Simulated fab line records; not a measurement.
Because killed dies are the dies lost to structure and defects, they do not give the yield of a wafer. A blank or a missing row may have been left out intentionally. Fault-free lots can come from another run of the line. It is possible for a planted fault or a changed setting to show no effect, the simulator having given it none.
fab line records	flow n5-finfet
record lots=13	wafers=33	last-day=19
route steps=1938 shown BEOL_M13@1676 PASS1_CAP@1874 PAD_METAL@1894 PASSIVATION@1926
lots that met no fault: taken from a fault-free run of the same line
start-h: the number of hours between the record's first day and the start of the first shown wafer of the lot	wait-h: hours since the lot's step before	" as in the row above	L1.1+2: several wafers, shown together as one row	- value missing, or start not given	* or withheld: withheld	< > ~ a bound
route shown NAME@n: NAME is a module with steps in the file, n the number in the route of the first one	usual: average and standard deviation across the fault-free wafers	same: alike in all rows	chamber/n: place in a boat	sites: readings site by site	_std_site: the values' standard deviation	_edge_site: the outer-site mean with the inner-site mean subtracted	radius-mm: how far each site lies from the wafer's centre	mask NAME#n: copy n	behind: the last tool/chamber to shape the wafer	hold: why the lot was held/for how many hours/how that ended	device: whichever transistor did not switch (one of n, p or np)	end of line: at the end of the route, the tests of the same wafers	a step without rows: its recipe alone	killed: dies that structure and defects cost at the first sort, which is not the same as the wafer's yield	map: a wafer's dies, marking killed ones x, the rest . and places with no die _
set.NAME: setting as actually run; set.NAME@STEP: the setting as run at that earlier step	model.NAME: the simulator's own value behind a step, which no gauge read
a sample of lots followed through the steps of the route, with each step as a table and each wafer as a row
services: a tool's chamber out of use, with start hour (start-h, from the record's first day; less than 0 if before it), hours out, and reason
## steps
# step N5_BEOL_M13_STRIP_64
# recipe chemistry=N2/H2	power-w=1000	temp-c=250	h2-frac=0.65	overash-fraction=0.3	pressure-mtorr=withheld	n2-flow-sccm=1750	h2-flow-sccm=3250
# usual drypump-motor-current-A=5.5/0.42	heater-power-w=334/19	oes-product-au=0.715/0.0045	strip-time-to-endpoint-s=31.33/0.073
lot.wafer	tool	chamber	start-h	wait-h	drypump-motor-current-A	heater-power-w	oes-product-au	rf-hours-counter-h	strip-time-to-endpoint-s
L804.3	plasma-asher-02	1	271.21	0.0	5.1	345	0.715	-	31.27
L804.5	"	1	"	"	5.1	358	0.712	-	31.24
L804.6	"	0	"	"	5.2	328	0.719	-	31.20
L805.2	plasma-asher-02	0	279.83	0.0	5.2	319	0.719	83	31.32
L805.3	"	0	"	"	5.2	321	0.715	-	31.37
L805.5	"	1	"	"	5.1	348	0.712	-	31.38
L806.1	plasma-asher-01	0	282.51	0.0	5.4	311	0.715	118	31.33
L806.2	"	1	"	"	6.2	343	0.708	118	31.29
L806.6	"	1	"	"	6.2	349	0.716	-	31.25
L810.6	plasma-asher-01	0	303.42	0.0	5.5	307	0.715	-	31.42
L809.1	plasma-asher-01	0	308.02	0.0	5.4	311	0.718	124	31.21
L817.2	plasma-asher-02	0	336.49	0.0	5.2	326	0.710	94	31.40
L817.5	"	1	"	"	5.1	347	0.716	-	31.39
L815.1	plasma-asher-02	0	344.65	0.0	5.2	323	0.718	97	31.26
L815.6	"	1	"	"	5.1	356	0.709	-	31.27
L819.1	plasma-asher-02	0	355.80	0.0	5.2	323	0.720	98	31.50
L819.3	"	0	"	"	5.2	322	0.718	-	31.45
L819.6	"	0	"	"	5.2	324	0.720	-	31.51
L818.3	plasma-asher-02	0	361.84	0.0	5.2	320	0.716	-	31.43
L818.5	"	0	"	"	5.2	325	0.724	-	31.45
L818.6	"	1	"	"	5.1	354	0.717	-	31.40
L822.2	plasma-asher-02	0	369.21	0.0	5.2	320	0.713	101	31.39
L822.3	"	1	"	"	5.1	361	0.707	-	31.36
L822.6	"	0	"	"	5.2	317	0.720	-	31.38
L820.1	plasma-asher-02	1	378.02	0.0	5.1	355	0.714	102	31.35
L820.3	"	0	"	"	5.2	326	0.715	-	31.37
L820.5	"	0	"	"	5.2	326	0.722	-	31.34
L823.1	plasma-asher-02	0	394.49	0.0	5.2	319	0.713	105	31.31
L823.3	"	0	"	"	5.2	324	0.715	-	31.29
L823.5	"	1	"	"	5.1	355	0.720	-	31.22
L827.1	plasma-asher-02	0	420.84	0.0	5.2	324	0.711	110	31.43
L827.3	"	0	"	"	5.2	323	0.711	-	31.42
L827.6	"	0	"	"	5.2	326	0.713	-	31.46
# step N5_PASSIVATION_PECVD_01
# recipe material=SiNx	target-thk-a=2000	temp-c=400	precursor=SiH4/NH3/N2	pressure-torr=4.9	rf-w=1406	time-s=43.2
# usual heater-power-w=373/68	showerhead-plenum-p-Torr=8.68/0.089	throttle-valve-pct=30.0/1.3
# same time-s=43.2
lot.wafer	tool	chamber	start-h	wait-h	heater-power-w	showerhead-plenum-p-Torr	throttle-valve-pct
L804.3	pecvd-04	0	296.39	0.0	299	8.78	31.5
L804.5	"	0	"	"	305	8.78	31.7
L804.6	"	1	"	"	385	8.78	30.2
L805.2	pecvd-04	0	304.20	0.0	301	8.76	31.4
L805.3	"	1	"	"	352	8.76	30.4
L805.5	"	0	"	"	302	8.79	31.2
L806.1	pecvd-04	2	307.83	0.0	436	8.56	28.1
L806.2	"	1	"	"	291	8.78	30.1
L806.6	"	2	"	"	439	8.56	28.0
L810.6	pecvd-01	1	326.69	0.0	430	8.76	29.5
L809.1	pecvd-04	1	328.25	0.0	342	8.77	30.3
L817.2	pecvd-01	1	357.16	0.0	513	8.78	29.6
L817.5	"	0	"	"	391	8.67	31.7
L815.1	pecvd-04	1	370.24	0.0	381	8.78	30.2
L815.6	"	1	"	"	244	8.76	30.1
L819.1	pecvd-01	1	382.51	0.0	495	8.77	29.7
L819.3	"	2	"	"	296	8.54	29.6
L819.6	"	1	"	"	496	8.77	29.8
L818.3	pecvd-01	1	387.51	0.0	426	8.76	29.5
L818.5	"	1	"	"	424	8.74	29.7
L818.6	"	2	"	"	320	8.55	29.9
L822.2	pecvd-01	0	394.28	0.0	399	8.69	31.8
L822.3	"	1	"	"	510	8.75	29.6
L822.6	"	1	"	"	510	8.77	29.6
L820.1	pecvd-04	2	404.91	0.0	467	8.58	28.6
L820.3	"	0	"	"	218	8.80	31.4
L820.5	"	2	"	"	477	8.57	28.3
L823.1	pecvd-02	0	418.72	0.0	344	8.64	30.5
L823.3	"	2	"	"	326	8.68	27.8
L823.5	"	0	"	"	353	8.66	30.4
L827.1	pecvd-01	1	439.47	0.0	452	8.78	29.5
L827.3	"	2	"	"	295	8.56	30.0
L827.6	"	2	"	"	324	8.55	30.3
# step N5_PASSIVATION_PRE_CLEAN_19
# recipe gas=H2/He	time-s=*	temp-c=*
# usual heater-power-w=483/50
# same time-s=*
lot.wafer	tool	chamber	start-h	wait-h	heater-power-w
L804.3	pvd-sputter-01	-	299.79	0.0	524
L804.5	"	-	"	"	530
L804.6	"	-	"	"	448
L805.2	pvd-sputter-02	-	306.00	0.0	572
L805.3	"	-	"	"	488
L805.5	"	-	"	"	407
L806.1	pvd-sputter-02	-	310.84	0.0	398
L806.2	"	-	"	"	587
L806.6	"	-	"	"	402
L810.6	pvd-sputter-01	-	329.37	0.0	448
L809.1	pvd-sputter-03	-	330.42	0.0	463
L817.2	pvd-sputter-01	-	360.25	0.0	522
L817.5	"	-	"	"	550
L815.1	pvd-sputter-01	-	373.77	0.0	544
L815.6	"	-	"	"	453
L819.1	pvd-sputter-01	-	385.44	0.0	556
L819.3	"	-	"	"	452
L819.6	"	-	"	"	451
L818.3	pvd-sputter-03	-	392.03	0.0	431
L818.5	"	-	"	"	437
L818.6	"	-	"	"	492
L822.2	pvd-sputter-01	-	398.55	0.0	439
L822.3	"	-	"	"	512
L822.6	"	-	"	"	556
L820.1	pvd-sputter-02	-	408.17	0.0	582
L820.3	"	-	"	"	403
L820.5	"	-	"	"	477
L823.1	pvd-sputter-01	-	423.02	0.0	451
L823.3	"	-	"	"	528
L823.5	"	-	"	"	565
L827.1	pvd-sputter-01	-	441.95	0.0	451
L827.3	"	-	"	"	507
L827.6	"	-	"	"	510
# step N5_PASSIVATION_OVL_MEAS_66
# recipe points-per-wafer=44
# usual PASS_OPEN_OVL=0/4.7
lot.wafer	tool	chamber	start-h	wait-h	PASS_OPEN_OVL[nm]
L804.3	overlay-02	0	302.94	0.0	-8
L804.5	"	0	"	"	-8
L804.6	"	0	"	"	-4
L805.2	overlay-02	0	309.01	0.0	6
L805.3	"	0	"	"	-4
L805.5	"	0	"	"	2
L806.1	overlay-01	0	314.12	0.0	6
L806.2	"	0	"	"	-5
L806.6	"	0	"	"	1
L810.6	overlay-02	0	332.06	0.0	1
L809.1	overlay-02	0	333.17	0.0	-8
L817.2	overlay-02	0	362.81	0.0	7
L817.5	"	0	"	"	4
L815.1	overlay-02	0	376.25	0.0	-4
L815.6	"	0	"	"	0
L819.1	overlay-02	0	388.15	0.0	1
L819.3	"	0	"	"	0
L819.6	"	0	"	"	1
L818.3	overlay-01	0	394.78	0.0	-8
L818.5	"	0	"	"	-3
L818.6	"	0	"	"	-6
L822.2	overlay-01	0	401.18	0.0	-3
L822.3	"	0	"	"	-2
L822.6	"	0	"	"	1
L820.1	overlay-02	0	411.26	0.0	-5
L820.3	"	0	"	"	-3
L820.5	"	0	"	"	-3
L823.1	overlay-01	0	425.68	0.0	-2
L823.3	"	0	"	"	-2
L823.5	"	0	"	"	-2
L827.1	overlay-01	0	444.34	0.0	1
L827.3	"	0	"	"	-1
L827.6	"	0	"	"	1
# step N5_PASSIVATION_PROBE_49
# usual defect-limited-yield=91.6/1.4	killed_at_M0_to_M3=33/10	killed_at_M4_up=13/5.3	killed-at-contacts=13/5.9	killed-at-front-end=36/12	killed-at-other=4/3.1	killed-dies=99/16	killed-on-rim=13/4.2	killed-open=65/13	killed-short=32/7.3	sort_bin_5_function=4.9/0.9	sort_bin_6_memory=3.1/0.66	sort_bin_8_speed=0.0/0.42	sort-n-pass=1081/17	sort-yield-pct=91.6/1.4
# same gross-dies=1180	killed-at-back-side=0	sort_bin_4_leakage[%]=0
lot.wafer	tool	chamber	start-h	wait-h	defect-limited-yield[%]	killed_at_M0_to_M3	killed_at_M4_up	killed-at-contacts	killed-at-front-end	killed-at-other	killed-dies	killed-on-rim	killed-open	killed-short	sort_bin_5_function[%]	sort_bin_6_memory[%]	sort_bin_8_speed[%]	sort-n-pass	sort-yield-pct[%]
L810.6	prober-02	-	335.41	0.3	85.2	27	100	15	30	3	175	23	61	19	8.8	4.1	0	1005	85.2
L809.1	prober-01	-	336.55	0.0	84.7	29	106	16	30	0	181	29	64	17	9.2	3.7	0.2	997	84.5
L817.2	prober-02	-	365.97	0.1	90.8	37	20	12	37	2	108	18	83	24	6.4	2.6	0	1072	90.8
L818.3	prober-01	-	398.02	0.1	92.6	13	9	18	45	2	87	14	49	37	4.6	2.5	0	1093	92.6
L818.5	prober-01	-	398.12	0.2	92.5	22	13	17	34	3	89	18	63	24	4.2	3.1	0	1091	92.5
L818.6	prober-01	-	398.17	0.3	91.6	22	12	21	40	4	99	13	52	45	4.5	3.4	0	1081	91.6
# killed by level:class
L810.6 BEOL_M13:unspecified=93 MOL_CONTACT_COAG:geometric-particle:open=12 BEOL_M2:geometric-particle:open=9 STI_FIN_REVEAL:geometric-particle:open=7 BEOL_M1:geometric-particle:open=7 FIN_SAQP:geometric-particle:open=5 BEOL_M0_SAQP:geometric-particle:open=4 STARTING-WAFER:geometric-particle:open=4
L809.1 BEOL_M13:unspecified=91 BEOL_M2:geometric-particle:open=13 MOL_CONTACT_COAG:geometric-particle:open=13 FIN_SAQP:geometric-particle:open=9 BEOL_M4:geometric-particle:open=8 HKMG_FIN:area-etch=8 BEOL_M1:geometric-particle:open=7 STARTING-WAFER:geometric-particle:open=4
L817.2 BEOL_M3:geometric-particle:open=14 MOL_CONTACT_COAG:geometric-particle:open=12 BEOL_M4:geometric-particle:open=10 BEOL_M0_SAQP:geometric-particle:open=9 GATE_CUT:geometric-particle:open=8 GATE_CUT:geometric-particle:short=7 DUMMY_GATE:geometric-particle:open=5 FIN_SAQP:geometric-particle:open=4
L818.3 FIN_SAQP:geometric-particle:short=19 MOL_CONTACT_COAG:geometric-particle:open=16 FIN_SAQP:geometric-particle:open=5 DUMMY_GATE:geometric-particle:open=4 GATE_CUT:geometric-particle:short=4 BEOL_M2:geometric-particle:open=4 STI_FIN_REVEAL:geometric-particle:open=3 STARTING-WAFER:geometric-particle:open=3
L818.5 MOL_CONTACT_COAG:geometric-particle:open=15 STI_FIN_REVEAL:geometric-particle:open=7 DUMMY_GATE:geometric-particle:open=7 GATE_CUT:geometric-particle:short=5 BEOL_M0:geometric-particle:open=5 BEOL_M3:geometric-particle:open=5 BEOL_M4:geometric-particle:open=4 BEOL_M5:geometric-particle:open=4
L818.6 FIN_SAQP:geometric-particle:short=19 MOL_CONTACT_COAG:geometric-particle:open=15 BEOL_M0_SAQP:geometric-particle:short=10 FIN_SAQP:geometric-particle:open=9 MOL_CONTACT_COAG:geometric-particle:short=6 BEOL_M5:geometric-particle:open=6 BEOL_M0_SAQP:geometric-particle:open=5 PASS1_CAP:geometric-particle:short=4
## services
tool	chamber	start-h	hours	kind
pecvd-04	0	256.02	5.2	repair
pecvd-02	0	273.00	5.5	scheduled-down
pecvd-04	2	301.00	2.5	repair
pecvd-04	1	322.83	2.1	scheduled-down
pecvd-02	-	337.78	0.8	pm
plasma-asher-02	-	345.38	6.1	repair
pecvd-02	1	356.54	5.0	scheduled-down
pecvd-01	1	357.31	2.1	scheduled-down
pecvd-01	-	366.19	2.0	repair
pecvd-02	1	383.62	-	clean
pecvd-02	1	383.62	-	consumable-replace:showerhead
pecvd-02	1	383.62	29.0	scheduled-down
pecvd-02	1	383.62	29.0	vent-cycle
pecvd-04	2	398.05	4.6	repair
pecvd-04	0	398.56	2.1	scheduled-down
pvd-sputter-02	-	398.94	1.0	repair
pecvd-01	-	409.21	1.3	repair
pecvd-02	-	427.50	14.6	pm
pvd-sputter-02	-	432.27	1.7	repair
pecvd-04	2	439.35	8.0	repair
## key
first-sign step=N5_PASSIVATION_PROBE_49	reading=killed_at_M4_up	direction=up	sigmas=17	usual=13	struck=103
effect step=N5_PASSIVATION_PROBE_49	reading=killed-dies	direction=up	sigmas=4.8	usual=99	struck=178
more-kills-born-at N5_BEOL_M13_STRIP_64@plasma-asher-01=184
met-at N5_BEOL_M13_STRIP_64
struck-lots L809,L810
struck-wafers L809.1,L810.6
not-acting-at N5_PASSIVATION_PECVD_01,N5_PASSIVATION_PRE_CLEAN_19,N5_PASSIVATION_OVL_MEAS_66
onset-between 282.51 303.42
earlier-fault kind=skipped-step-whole	tool=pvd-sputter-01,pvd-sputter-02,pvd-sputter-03	chamber=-	onset-h=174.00	steps=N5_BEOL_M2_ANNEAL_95	scope=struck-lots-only
earlier-fault kind=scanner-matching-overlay	tool=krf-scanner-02	chamber=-	onset-h=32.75	steps=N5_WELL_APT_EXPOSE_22	offset=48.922
fault kind=chamber-particle-source	tool=plasma-asher-01	chamber=0	onset-h=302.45	steps=N5_BEOL_M13_STRIP_64	rate-per-visit-cm2=0.6589
